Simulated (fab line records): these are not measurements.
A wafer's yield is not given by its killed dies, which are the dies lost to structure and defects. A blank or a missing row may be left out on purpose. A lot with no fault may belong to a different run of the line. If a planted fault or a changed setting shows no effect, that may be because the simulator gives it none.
Matching of chambers -- flow n5Finfet -- 3 sister chambers for N5_BEOL_M1_DEP_57 on pecvd-02
The step deposits SiCN from 3MS/NH3, target thk 8 nm, time 14 s. 6 wafers are shown with their chamber, then 11 later ones without.

## EACH WAFER AND ITS CHAMBER
wafer,chamber,showerheadPlenumPTorr (Torr),throttleValvePct (%)
L084.4,2,3.680,8.8
L084.5,0,3.644,9.0
L085.2,1,3.670,9.0
L085.4,1,3.661,8.9
L085.5,0,3.646,8.9
L091.1,2,3.671,8.2

## WAFERS WHOSE CHAMBER IS MISSING
wafer,showerheadPlenumPTorr (Torr),throttleValvePct (%)
L091.3,3.657,9.1
L091.6,3.655,8.8
L093.2,3.645,9.1
L093.3,3.662,8.3
L093.6,3.672,8.1
L096.1,3.651,9.2
L096.3,3.678,8.5
L096.6,3.658,9.0
L097.2,3.664,9.3
L097.3,3.652,8.8
L097.5,3.666,8.9

## WHICH CHAMBER EACH WENT THROUGH
wafer,from the rows above,in truth
L091.3,can't be placed: 1 or 0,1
L091.6,can't be placed: 0 or 1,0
L093.2,0,0
L093.3,can't be placed: 1 or 2 or 0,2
L093.6,can't be placed: 2 or 1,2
L096.1,can't be placed: 0 or 1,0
L096.3,2,2
L096.6,can't be placed: 1 or 0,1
L097.2,1,1
L097.3,can't be placed: 0 or 1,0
L097.5,1,1
Placed correctly: 4 of 11. Can't be placed from these rows: 7 (the true chamber is among the candidates in 7). 0 placed wrongly.
How it was worked out, from the rows above alone: a wafer's distance from a chamber is the root of the sum, over the readings, of the square of ((its reading less the chamber's mean) divided by the reading's scatter). If the next closest chamber is less than 2 further off than the closest, the wafer can't be placed; otherwise it belongs to the closest. The mean given for a chamber averages the wafers shown for that chamber. The scatter: the root of (the sum of the squares of (reading less its chamber's mean) over the shown wafers, divided by (wafers less chambers)).
